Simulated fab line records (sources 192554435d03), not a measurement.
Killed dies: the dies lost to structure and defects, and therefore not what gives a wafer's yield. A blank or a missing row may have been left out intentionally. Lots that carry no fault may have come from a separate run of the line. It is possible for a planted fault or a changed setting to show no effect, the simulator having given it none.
Split-lot study ; flow n5Finfet ; route with 1938 steps; 7 lots, 21 wafers read

ABOUT THE SPLIT
At N5_SDB_COAT_05 (resist thk 90 nm), the setting spinRpm was moved away from the recipe's 1500 rpm on 4 of the 21 wafers read, by -11.2% to +8.9%. All remaining wafers had this setting at the recipe value.

FROM THE SPLIT TO THE READING: what the file shows between them, 4 steps
- N5_SDB_EBR_07
- N5_SDB_SOFTBAKE_06: time 60 s
- N5_SDB_EXPOSE_08: exposes mask SDB
- N5_SDB_PEB_09: peb time 60 s

THE READING
CAR-ArF_of_SDB_COAT_05.thkNm (the simulator's own value, which no gauge read), in nm, at N5_SDB_DEVELOP_10 (develop time 30 s). The file does not state a usual value for it. Average 88.3 nm, standard deviation 0.23 nm, over the 17 wafers here run with the recipe.

wafer;tool, chamber at the split;spinRpm as run, rpm;against the recipe;CAR-ArF_of_SDB_COAT_05.thkNm, nm;against lot-mates on the recipe
L076.1;lithoTrack-03, 0;1332;-11.2%;94.2;+5.8
L076.4;lithoTrack-03, 0;1332;-11.2%;94;+5.6
L076.5;lithoTrack-03, 0;1500;recipe;88.4;-
L075.2;lithoTrack-04, 0;1500;recipe;88;-
L075.3;lithoTrack-04, 0;1500;recipe;88;-
L075.4;lithoTrack-04, 0;1500;recipe;87.8;-
L078.1;lithoTrack-04, 0;1500;recipe;88.6;-
L078.4;lithoTrack-04, 0;1500;recipe;88.6;-
L078.6;lithoTrack-04, 0;1500;recipe;88.2;-
L084.1;lithoTrack-04, 0;1500;recipe;88.4;-
L084.2;lithoTrack-04, 0;1500;recipe;88.6;-
L084.5;lithoTrack-04, 0;1500;recipe;88.2;-
L090.1;lithoTrack-02, 0;1403;-6.5%;91.2;+3.0
L090.2;lithoTrack-02, 0;1500;recipe;88.2;-
L090.4;lithoTrack-02, 0;1500;recipe;88.2;-
L094.1;lithoTrack-03, 0;1500;recipe;88.6;-
L094.3;lithoTrack-03, 0;1500;recipe;88.2;-
L094.5;lithoTrack-03, 0;1500;recipe;88.4;-
L095.1;lithoTrack-03, 0;1500;recipe;88.4;-
L095.2;lithoTrack-03, 0;1634;+8.9%;84.4;-3.9
L095.6;lithoTrack-03, 0;1500;recipe;88.2;-

THE FIT
A straight line over all 21 wafers: CAR-ArF_of_SDB_COAT_05.thkNm changes by -0.491 nm for each +1% of spinRpm; r = -0.99; the points scatter about the line by 0.27 nm.
The same after taking each lot's own level away (the mean of its wafers on the recipe; 21 wafers): -0.486 nm for each +1%; r = -1.00; scatter 0.18 nm.
The reading moves by 5.4 nm for the largest change in spinRpm, on that fit.
The span of the lots' own levels, 87.93 to 88.47 nm, comes to 2.3 times the standard deviation stated above.
So the lot-to-lot level changes the slope little: the two slopes agree.
Check: for one of the wafers moved furthest among these (-11.2%), held out of the fit, the line's prediction against its lot-mates is +5.32 nm. Against them it came out at +5.8 nm.

ADDITIONAL SPLITS CARRIED BY THESE WAFERS
Note: prior to the reading, these wafers also went through further splits. Each is held against what the fit with the lots' levels taken away leaves over:
other split on the same wafers;wafers away from the commonest value;r with CAR-ArF_of_SDB_COAT_05.thkNm (lot level and that fit taken away)
N5_SD_EPI_P_PEB_07 pebTimeS;8;+0.01
N5_SD_EPI_P_ETCH_16 targetDepthA;7;-0.15

THE WHOLE CHAIN: every reading that the file lists as answering this split, in the file's order
step;what it does;reading;change (the file's fit);r (the file's)
N5_SDB_COAT_05;resist thk 90 nm;CAR-ArF_of_SDB_COAT_05.thkNm (the simulator's own value, which no gauge read);-0.473 nm for each +1% of the setting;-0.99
N5_SDB_DEVELOP_10;develop time 30 s;CAR-ArF_of_SDB_COAT_05.thkNm (the simulator's own value, which no gauge read);-0.478 nm for each +1% of the setting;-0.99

FILE'S OWN FIT
CAR-ArF_of_SDB_COAT_05.thkNm changes by -0.478 nm for each +1% of spinRpm, r = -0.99.
